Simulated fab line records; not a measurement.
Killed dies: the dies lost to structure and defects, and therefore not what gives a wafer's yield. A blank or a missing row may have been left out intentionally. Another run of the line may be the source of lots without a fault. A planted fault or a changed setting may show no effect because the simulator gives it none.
Chamber matching ; flow nand-harc ; 4 sister chambers for NHARC_A_WL_FILL_ALD_19 on ald-metal-03
The step deposits TiN, target thk 2 nm, pulse time 3 s, ald cycles 100. 4 wafers are shown with their chamber, then 8 later ones without.

WAFERS PAIRED WITH THEIR CHAMBERS
wafer;chamber;heater-power-w (W)
L084.3;2;1142
L085.1;1;1288
L085.6;3;1150
L087.1;0;1429

WAFERS WHOSE CHAMBER IS MISSING
wafer;heater-power-w (W)
L087.2;1131
L087.6;1312
L090.1;1286
L090.2;1418
L090.3;1169
L092.1;1314
L092.3;1164
L092.5;1313

WHICH CHAMBER EACH ONE RAN IN
wafer;from the rows above;in truth
L087.2;can't be placed: 2 or 3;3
L087.6;1;1
L090.1;1;1
L090.2;0;0
L090.3;can't be placed: 3 or 2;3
L092.1;1;1
L092.3;can't be placed: 3 or 2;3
L092.5;1;1
5 of 8 placed correctly. Cannot be placed on the basis of these rows: 3; the candidates contain the true chamber in 3. Placed wrongly: 0.
How it was worked out, from the rows above alone: a wafer's distance from a chamber is the root of the sum, over the readings, of the square of ((its reading less the chamber's mean) divided by the reading's scatter). If the next closest chamber is less than 2 further off than the closest, the wafer can't be placed; otherwise it belongs to the closest. A chamber's mean is the mean of its shown wafers. The scatter: with one shown wafer a chamber, the root of the mean of the squares of how far each hidden wafer lies from its nearest shown one.
